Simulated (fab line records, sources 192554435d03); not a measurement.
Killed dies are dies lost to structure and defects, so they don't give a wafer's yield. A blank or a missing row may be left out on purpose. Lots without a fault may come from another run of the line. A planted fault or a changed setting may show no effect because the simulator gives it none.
fab line records | flow n5_finfet
record lots=6 wafers=18 last_day=17
route steps=1938 shown BEOL_M3@981 BEOL_M4@1111 PASSIVATION@1936
lots that met no fault: from a run of the same line without faults
start_h: hours from the record's first day to the start of the lot's first wafer shown | wait_h: hours since the lot's step before | " the same as in the row above | L1.1+2: a row that stands for several wafers | - no value, or no start given | * or withheld: withheld | < > ~ a bound
route shown NAME@n: a module of which the file shows steps, and the number in the route of the first | usual: mean/standard deviation of fault-free wafers | same: alike in all rows | chamber/n: place in a boat | sites: the reading at each site | _std_site: their standard deviation | _edge_site: outer sites' mean less inner sites' | radius_mm: how far each site lies from the wafer's centre | mask NAME#n: copy n | behind: the tool/chamber that last shaped the wafer | hold: why the lot was held/for how many hours/how that ended | device: the transistor (n, p or np) that didn't switch | end of line: the same wafers' tests at the end of the route | a step without rows: its recipe alone | killed: dies lost to structure and defects at the first sort, not the wafer's yield | map: a wafer's dies, x killed, . not, _ none there
set.NAME: the setting as run; set.NAME@STEP: as run at that earlier step | model.NAME: the simulator's own value behind a step, which no gauge read
lots at some steps of the route; a table a step, a row a wafer
services: from which hour (start_h, from the record's first day; less than 0 if before it) a tool's chamber was out of use, for how many hours, and why
## steps
# step N5_BEOL_M3_ETCH_41
# recipe chemistry=CH3F/O2 target=SiCN target_depth_a=299 taper_deg=2 time_s=52.5 ion_energy_ev=120 mask_material=TiN pressure_mtorr=30 source_w=395 bias_w=75 Ar_flow_sccm=150 CH3F_flow_sccm=30 O2_flow_sccm=20
# usual bias_w=74.97/0.23 drypump_motor_current_A=5.7/0.51 oes_product_au=0.77/0.095 rf_vpp_V=297.8/1.7 showerhead_plenum_p_Torr=2.02/0.071 throttle_valve_pct=16.42/0.26
# columns lot.wafer tool chamber start_h wait_h bias_w drypump_motor_current_A oes_product_au rf_hours_counter_h rf_vpp_V showerhead_plenum_p_Torr throttle_valve_pct
L833.2 rie_diel-05 2 - - 74.60 5.5 0.70 233 295.9 1.97 16.33
L833.3 " 1 " " 74.78 6.7 0.71 198 298.3 1.98 16.55
L833.6 " 2 " " 74.74 5.5 0.70 - 297.6 1.97 16.31
L834.1 rie_diel-04 0 - - 74.60 6.1 0.73 177 297.2 2.00 16.50
L834.2 " 3 " " 74.78 5.6 0.70 238 295.1 1.89 16.74
L834.4 " 2 " " 75.22 5.5 0.77 166 298.2 2.08 16.36
L841.1 rie_diel-04 3 - - 75.27 5.6 1.00 2 299.7 2.14 16.29
L841.3 " 2 " " 74.55 5.5 0.74 186 298.1 2.07 16.40
L841.6 " 2 " " 74.86 5.5 0.74 - 298.4 2.07 16.41
L845.2 rie_diel-02 1 - - 75.14 5.9 0.91 26 300.8 2.13 15.97
L845.5 " 0 " " 74.60 6.0 0.70 - 295.2 1.97 16.77
L845.6 " 3 " " 74.95 4.8 0.72 - 298.0 1.99 16.60
L850.2 rie_diel-04 1 - - 75.02 6.6 0.74 190 295.2 1.91 16.52
L850.3 " 3 " " 74.86 5.7 0.95 13 300.7 2.13 16.32
L850.6 " 2 " " 75.03 5.5 0.73 - 299.7 2.07 16.42
L851.2 rie_diel-05 1 - - 74.96 6.7 0.69 235 296.5 1.97 16.60
L851.3 " 0 " " 74.99 5.4 0.67 241 297.3 1.96 16.50
L851.6 " 0 " " 74.62 5.4 0.67 - 296.1 1.96 16.53
# step N5_BEOL_M3_STRIP_97
# recipe chemistry=N2/H2 time_s=10 power_w=450 temp_c=40 pressure_mtorr=20 rf_frequency_hz=6e+07 bias_power_w=7 n2_flow_sccm=200 h2_flow_sccm=200
# step N5_BEOL_M3_OCD_MEAS_38
# usual trench_depth_nm=55.3/0.64
# columns lot.wafer tool chamber start_h wait_h trench_depth_nm
L833.2 ocd-01 - 148.72 - 54.9
L833.3 " - " " 55.7
L833.6 " - " " 55.1
L834.1 ocd-01 - 172.66 - 54.5
L834.2 " - " " 54.5
L834.4 " - " " 55.2
L841.1 ocd-01 - 234.21 - 56.5
L841.3 " - " " 54.9
L841.6 " - " " 55.2
L845.2 ocd-01 - 238.84 - 55.7
L845.5 " - " " 55.0
L845.6 " - " " 55.5
L850.2 ocd-01 - 271.62 - 54.9
L850.3 " - " " 56.1
L850.6 " - " " 55.4
L851.2 ocd-01 - 275.40 - 57.0
L851.3 " - " " 55.4
L851.6 " - " " 54.8
# step N5_BEOL_M3_HM_STRIP_39
# recipe chemistry=peroxide_tin_strip material=TiN target_depth_a=250 temp_c=50 time_s=158
# step N5_BEOL_M3_SRD_40
# recipe time_s=30 temp_c=23 rinse_liquid=diw dry=ipa_marangoni
# step N5_BEOL_M3_PRECLEAN_42
# recipe chemistry=residue_remover time_s=60 temp_c=40
# step N5_BEOL_M3_SRD_43
# recipe time_s=30 temp_c=23 rinse_liquid=diw dry=ipa_marangoni
# step N5_BEOL_M3_CD_MEAS_35
# recipe target_cd_nm=18 target_cd_y_nm=21 polarity=opening
# usual cd_nm=18.0/0.33
# columns lot.wafer tool chamber start_h wait_h cd_nm
L833.2 cd_sem-01 - 148.87 0.0 18.1
L833.3 " - " " 17.8
L833.6 " - " " 17.7
L834.1 cd_sem-01 - 172.82 0.0 18.0
L834.2 " - " " 18.2
L834.4 " - " " 17.8
L841.1 cd_sem-02 - 234.36 0.0 17.8
L841.3 " - " " 18.0
L841.6 " - " " 18.4
L845.2 cd_sem-01 - 238.99 0.0 18.0
L845.5 " - " " 17.6
L845.6 " - " " 18.2
L850.2 cd_sem-01 - 271.77 0.0 17.9
L850.3 " - " " 17.6
L850.6 " - " " 18.2
L851.2 cd_sem-02 - 275.56 0.0 18.2
L851.3 " - " " 18.5
L851.6 " - " " 18.2
# step N5_BEOL_M3_DEGAS_44
# recipe ambient=vacuum temp_c=250 time_s=60
# usual heater_power_w=315/29
# columns lot.wafer tool chamber start_h wait_h heater_power_w
L833.2 pvd_sputter-02 - 148.91 0.0 310
L833.3 " - " " 342
L833.6 " - " " 298
L834.1 pvd_sputter-02 - 173.26 0.4 311
L834.2 " - " " 356
L834.4 " - " " 341
L841.1 pvd_sputter-02 - 234.69 0.3 356
L841.3 " - " " 324
L841.6 " - " " 363
L845.2 pvd_sputter-01 - 239.32 0.3 291
L845.5 " - " " 312
L845.6 " - " " 283
L850.2 pvd_sputter-01 - 272.35 0.6 305
L850.3 " - " " 253
L850.6 " - " " 258
L851.2 pvd_sputter-03 - 275.89 0.3 313
L851.3 " - " " 288
L851.6 " - " " 344
# step N5_BEOL_M3_PRE_CLEAN_45
# recipe gas=H2/He time_s=30 temp_c=250
# usual heater_power_w=314/28
# columns lot.wafer tool chamber start_h wait_h heater_power_w
L833.2 pvd_sputter-02 - 148.95 0.0 298
L833.3 " - " " 335
L833.6 " - " " 303
L834.1 pvd_sputter-02 - 173.30 0.0 317
L834.2 " - " " 355
L834.4 " - " " 341
L841.1 pvd_sputter-02 - 234.73 0.0 362
L841.3 " - " " 320
L841.6 " - " " 362
L845.2 pvd_sputter-01 - 239.36 0.0 285
L845.5 " - " " 305
L845.6 " - " " 292
L850.2 pvd_sputter-01 - 272.39 0.0 289
L850.3 " - " " 250
L850.6 " - " " 251
L851.2 pvd_sputter-03 - 275.93 0.0 315
L851.3 " - " " 299
L851.6 " - " " 345
# step N5_BEOL_M3_ALD_84
# recipe material=TaN target_thk_a=* temp_c=275 ald_precursor_family=PDMAT ald_co_reactant=NH3 pressure_torr=3 carrier_flow_sccm=1500 pulse_time_s=2 purge_time_s=3 co_reactant_purge_time_s=2 co_reactant_pulse_time_s=3 ald_cycles=30 precursor_vessel_temp_c=75 precursor_vessel_pressure_torr=26.25 precursor_vessel_carrier_sccm=1000
# step N5_BEOL_M3_SURFACE_TREAT_85
# recipe gas=Ar time_s=* ion_energy_ev=* ion_current_ma_cm2=0.5 pressure_mtorr=* ar_flow_sccm=30
# usual throttle_valve_pct=*
# columns lot.wafer tool chamber start_h wait_h throttle_valve_pct
L833.2 pvd_sputter-02 - 149.28 0.2 *
L833.3 " - " " *
L833.6 " - " " *
L834.1 pvd_sputter-02 - 173.64 0.2 *
L834.2 " - " " *
L834.4 " - " " *
L841.1 pvd_sputter-02 - 235.11 0.2 *
L841.3 " - " " *
L841.6 " - " " *
L845.2 pvd_sputter-03 - 239.71 0.2 *
L845.5 " - " " *
L845.6 " - " " *
L850.2 pvd_sputter-01 - 272.69 0.1 *
L850.3 " - " " *
L850.6 " - " " *
L851.2 pvd_sputter-01 - 276.27 0.1 *
L851.3 " - " " *
L851.6 " - " " *
# step N5_BEOL_M3_CVD_47
# recipe material=Co target_thk_a=30 temp_c=withheld precursor=CCTBA/H2 pressure_torr=30 time_s=223.8
# usual run_length_s=246.4/0.45
# columns lot.wafer tool chamber start_h wait_h run_length_s
L833.2 cvd_co-02 1 149.36 0.1 247.4
L833.3 " 1 " " 246.9
L833.6 " 2 " " 246.1
L834.1 cvd_co-01 1 173.70 0.0 246.8
L834.2 " 2 " " 246.8
L834.4 " 2 " " 246.6
L841.1 cvd_co-02 0 235.22 0.1 246.0
L841.3 " 2 " " 375.7
L841.6 " 0 " " 376.1
L845.2 cvd_co-02 0 240.00 0.3 245.9
L845.5 " 0 " " 246.5
L845.6 " 1 " " 376.4
L850.2 cvd_co-01 2 272.76 0.0 246.4
L850.3 " 1 " " 246.7
L850.6 " 1 " " 247.0
L851.2 cvd_co-01 1 276.48 0.2 247.2
L851.3 " 0 " " 246.3
L851.6 " 1 " " 247.1
# step N5_BEOL_M3_SPUTTER_48
# recipe material=Cu target_thk_a=45 temp_c=-20 chamber_pressure_pa=0.07 power_w=withheld time_s=8.29
# usual throttle_valve_pct=29.5/0.78
# columns lot.wafer tool chamber start_h wait_h throttle_valve_pct
L833.2 pvd_sputter-02 - 149.68 0.3 30.2
L833.3 " - " " 29.2
L833.6 " - " " 30.4
L834.1 pvd_sputter-02 - 174.04 0.3 29.8
L834.2 " - " " 29.1
L834.4 " - " " 30.4
L841.1 pvd_sputter-03 - 236.47 1.2 29.1
L841.3 " - " " 30.3
L841.6 " - " " 28.8
L845.2 pvd_sputter-03 - 241.75 1.7 29.9
L845.5 " - " " 28.5
L845.6 " - " " 29.3
L850.2 pvd_sputter-03 - 272.93 0.1 28.6
L850.3 " - " " 30.3
L850.6 " - " " 28.5
L851.2 pvd_sputter-02 - 276.66 0.1 29.7
L851.3 " - " " 30.2
L851.6 " - " " 30.4
# step N5_BEOL_M4_RC_MEAS_101
# usual DIBL_N=36.3/1.2 DIBL_P=36.3/1.4 IOFF_N=0.157/0.02 IOFF_P=0.22/0.033 ION_N=675/9.6 ION_P=465/8.2 SS_N=71.4/0.45 SS_P=73.3/0.54 VT_N=249.8/2.5 VT_P=-249/3.2
# columns lot.wafer tool chamber start_h wait_h DIBL_N[mV/V] DIBL_P[mV/V] IOFF_N[nA/um] IOFF_P[nA/um] ION_N[uA/um] ION_P[uA/um] SS_N[mV/dec] SS_P[mV/dec] VT_N[mV] VT_P[mV]
L833.2 prober-01 0 170.50 0.2 35.8 36.7 0.144 0.20 680 466 71.1 72.8 248.4 -251
L833.3 " 0 " " 36.6 38.0 0.160 0.22 666 462 71.2 72.9 247.8 -250
L833.6 " 0 " " 36.8 38.0 0.165 0.22 686 470 71.8 73.0 248.4 -251
L834.1 prober-02 0 203.05 0.0 37.3 38.1 0.180 0.25 680 473 72.2 73.1 251.2 -247
L834.2 " 0 " " 34.9 35.0 0.127 0.19 668 464 70.9 73.0 252.0 -249
L834.4 " 0 " " 37.5 38.4 0.191 0.26 690 476 72.1 74.0 246.9 -246
L841.1 prober-01 0 247.92 0.0 37.6 35.5 0.165 0.23 679 464 71.4 73.5 250.5 -247
L841.3 " 0 " " 38.6 37.0 0.182 0.26 688 477 71.7 73.7 249.2 -246
L841.6 " 0 " " 38.0 35.8 0.156 0.22 674 467 71.6 73.5 251.0 -249
L845.2 prober-01 0 269.58 0.2 37.1 37.2 0.183 0.26 688 473 71.0 73.9 245.6 -246
L845.5 " 0 " " 36.2 36.6 0.171 0.24 686 474 70.9 73.2 247.6 -247
L845.6 " 0 " " 36.9 37.6 0.184 0.25 689 471 71.5 73.6 245.5 -246
L850.2 prober-02 0 299.80 0.2 35.6 35.0 0.152 0.24 682 470 71.9 73.4 249.8 -247
L850.3 " 0 " " 35.3 34.9 0.155 0.23 689 475 71.9 73.4 249.4 -248
L850.6 " 0 " " 35.7 35.2 0.159 0.25 676 467 71.7 73.3 250.6 -246
L851.2 prober-01 0 299.91 0.2 35.5 34.6 0.132 0.16 658 449 70.8 73.6 253.1 -259
L851.3 " 0 " " 36.5 35.0 0.150 0.17 660 447 71.7 73.3 251.5 -254
L851.6 " 0 " " 35.5 34.3 0.132 0.16 661 449 71.6 74.4 254.8 -259
# step N5_PASSIVATION_PROBE_49
# usual defect_limited_yield=91.1/1.4 killed_at_M0_to_M3=33/10 killed_at_M4_up=15/5.8 killed_at_contacts=13/5.9 killed_at_front_end=39/11 killed_at_other=4/3.6 killed_dies=105/16 killed_open=68/11 killed_short=34/7.8 sort_bin_5_function=5.2/0.88 sort_bin_6_memory=3.3/0.61 sort_n_pass=1075/16 sort_yield_pct=91.1/1.4
# same gross_dies=1180 killed_at_back_side=0 sort_bin_4_leakage[%]=0 sort_bin_8_speed[%]=0
# columns lot.wafer tool chamber start_h wait_h defect_limited_yield[%] killed_at_M0_to_M3 killed_at_M4_up killed_at_contacts killed_at_front_end killed_at_other killed_dies killed_open killed_short sort_bin_5_function[%] sort_bin_6_memory[%] sort_n_pass sort_yield_pct[%]
L833.2 prober-01 - 275.11 0.1 91.4 30 16 10 43 2 101 66 33 5.2 3.1 1079 91.4
L833.3 prober-01 - 275.16 0.1 90.8 34 12 14 47 1 108 65 38 5.3 3.4 1072 90.8
L833.6 prober-01 - 275.31 0.3 92.3 27 20 7 34 3 91 56 33 4.5 3.1 1089 92.3
L841.3 prober-02 - 356.45 0.1 94.0 21 13 8 28 1 71 50 21 3.6 2.1 1109 94.0
L841.6 prober-02 - 356.60 0.3 92.8 29 6 10 30 10 85 57 24 4.4 2.5 1095 92.8
L845.2 prober-02 - 371.81 0.1 89.1 43 24 6 44 12 129 74 53 6.9 3.3 1051 89.1
L845.5 prober-02 - 371.96 0.2 89.4 57 13 14 39 2 125 73 48 6.4 3.2 1055 89.4
L845.6 prober-02 - 372.01 0.3 90.5 71 14 11 14 2 112 82 30 5.5 3.8 1068 90.5
L850.2 prober-01 - 406.66 0.1 90.5 37 14 18 38 5 112 68 43 5.2 4.0 1068 90.5
L850.3 prober-01 - 406.71 0.1 91.1 35 15 21 32 2 105 66 36 4.7 3.8 1075 91.1
L850.6 prober-01 - 406.86 0.3 89.4 52 12 17 42 2 125 77 47 6.3 3.5 1055 89.4
# killed by level:class
L833.2 BEOL_M2:geometric_particle:open=12 FIN_SAQP:geometric_particle:open=11 MOL_CONTACT_COAG:geometric_particle:open=8 STI_FIN_REVEAL:geometric_particle:open=7 BEOL_M0_SAQP:geometric_particle:open=6 GATE_CUT:geometric_particle:short=5 STI_FIN_REVEAL:geometric_particle:short=4 FIN_SAQP:geometric_particle:short=4
L833.3 FIN_SAQP:geometric_particle:open=18 FIN_SAQP:geometric_particle:short=14 MOL_CONTACT_COAG:geometric_particle:open=9 BEOL_M3:geometric_particle:open=8 BEOL_M1:geometric_particle:open=7 MOL_CONTACT_COAG:geometric_particle:short=5 BEOL_M0_SAQP:geometric_particle:short=5 BEOL_M0_SAQP:geometric_particle:open=4
L833.6 BEOL_M2:geometric_particle:open=11 BEOL_M4:geometric_particle:open=9 FIN_SAQP:geometric_particle:open=6 FIN_SAQP:geometric_particle:short=5 GATE_CUT:geometric_particle:short=5 BEOL_M4:geometric_particle:short=5 STARTING-WAFER:geometric_particle:short=5 MOL_CONTACT_COAG:geometric_particle:open=4
L841.3 DUMMY_GATE:geometric_particle:open=8 STI_FIN_REVEAL:geometric_particle:open=6 MOL_CONTACT_COAG:geometric_particle:open=6 BEOL_M1:geometric_particle:open=6 BEOL_M4:geometric_particle:open=5 FIN_SAQP:geometric_particle:open=4 BEOL_M1:geometric_particle:short=4 BEOL_M8:geometric_particle:open=4
L841.6 BEOL_M2:geometric_particle:open=9 MOL_CONTACT_COAG:geometric_particle:open=8 FIN_SAQP:geometric_particle:short=6 FIN_SAQP:geometric_particle:open=6 STI_FIN_REVEAL:geometric_particle:open=6 BEOL_M3:geometric_particle:open=6 BEOL_M1:geometric_particle:open=5 DUMMY_GATE:geometric_particle:open=4
L845.2 BEOL_M0_SAQP:geometric_particle:short=17 FIN_SAQP:geometric_particle:short=14 BEOL_M4:geometric_particle:open=14 BEOL_M0_SAQP:geometric_particle:open=11 FIN_SAQP:geometric_particle:open=10 BEOL_M2:geometric_particle:open=5 STI_FIN_REVEAL:geometric_particle:open=5 MOL_CONTACT_COAG:geometric_particle:open=5
L845.5 BEOL_M0_SAQP:geometric_particle:short=13 BEOL_M0_SAQP:geometric_particle:open=13 MOL_CONTACT_COAG:geometric_particle:open=10 FIN_SAQP:geometric_particle:short=9 BEOL_M2:geometric_particle:open=9 FIN_SAQP:geometric_particle:open=8 BEOL_M1:geometric_particle:open=6 BEOL_M4:geometric_particle:open=6
L845.6 BEOL_M0_SAQP:geometric_particle:open=15 BEOL_M1:geometric_particle:open=13 BEOL_M0_SAQP:geometric_particle:short=12 BEOL_M2:geometric_particle:open=11 MOL_CONTACT_COAG:geometric_particle:open=10 BEOL_M3:geometric_particle:open=8 BEOL_M1:geometric_particle:short=6 BEOL_M4:geometric_particle:open=5
L850.2 MOL_CONTACT_COAG:geometric_particle:open=12 BEOL_M0_SAQP:geometric_particle:open=12 FIN_SAQP:geometric_particle:short=11 BEOL_M0_SAQP:geometric_particle:short=10 FIN_SAQP:geometric_particle:open=8 BEOL_M4:geometric_particle:open=8 BEOL_M3:geometric_particle:open=6 MOL_CONTACT_COAG:geometric_particle:short=6
L850.3 MOL_CONTACT_COAG:geometric_particle:open=17 BEOL_M0_SAQP:geometric_particle:open=12 BEOL_M0_SAQP:geometric_particle:short=11 BEOL_M4:geometric_particle:open=10 FIN_SAQP:geometric_particle:short=9 FIN_SAQP:geometric_particle:open=6 MOL_CONTACT_COAG:geometric_particle:short=4 BEOL_M2:geometric_particle:open=4
L850.6 MOL_CONTACT_COAG:geometric_particle:open=15 BEOL_M0_SAQP:geometric_particle:open=13 BEOL_M3:geometric_particle:open=12 BEOL_M0_SAQP:geometric_particle:short=11 FIN_SAQP:geometric_particle:short=9 DUMMY_GATE:geometric_particle:open=6 BEOL_M1:geometric_particle:open=6 BEOL_M4:geometric_particle:open=6
## services
# columns tool chamber start_h hours kind
cvd_co-02 0 131.53 22.4 repair
rie_diel-02 1 137.73 - clean
rie_diel-02 1 137.73 - consumable_replace:focus_ring
rie_diel-02 1 137.73 - consumable_replace:showerhead
rie_diel-02 - 139.51 0.9 repair
pvd_sputter-03 - 161.93 6.6 repair
cvd_co-01 - 183.83 6.0 pm
pvd_sputter-02 - 185.64 12.6 repair
cvd_co-02 - 187.73 2.7 repair
cvd_co-02 - 194.94 4.3 pm
rie_diel-02 0 202.66 7.8 repair
rie_diel-02 2 206.69 6.6 repair
rie_diel-05 2 209.91 - clean
rie_diel-05 2 209.91 - consumable_replace:focus_ring
rie_diel-05 2 209.91 14.9 scheduled_down
rie_diel-05 2 209.91 14.9 vent_cycle
rie_diel-04 3 210.24 - clean
rie_diel-04 3 210.24 - consumable_replace:focus_ring
rie_diel-04 3 210.24 - consumable_replace:showerhead
rie_diel-04 3 210.24 16.8 scheduled_down
rie_diel-04 3 210.24 16.8 vent_cycle
cvd_co-01 2 234.87 6.3 repair
rie_diel-02 3 267.45 4.0 repair
rie_diel-02 - 275.75 2.8 pm
## key
first_sign step=N5_BEOL_M3_CVD_47 reading=run_length_s direction=up sigmas=99+ usual=* struck=*
effect none on later readings
met_at N5_BEOL_M3_CVD_47
struck_wafers L841.3,L841.6,L845.6
onset_between 149.36 235.22
fault kind=process_parameter_drift tool=cvd_co-02 chamber=- onset_h=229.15 steps=N5_BEOL_M3_CVD_47 channel=time_s offset=* shape=step end_h=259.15 scope=struck_wafers_only acts_in=* stated=*
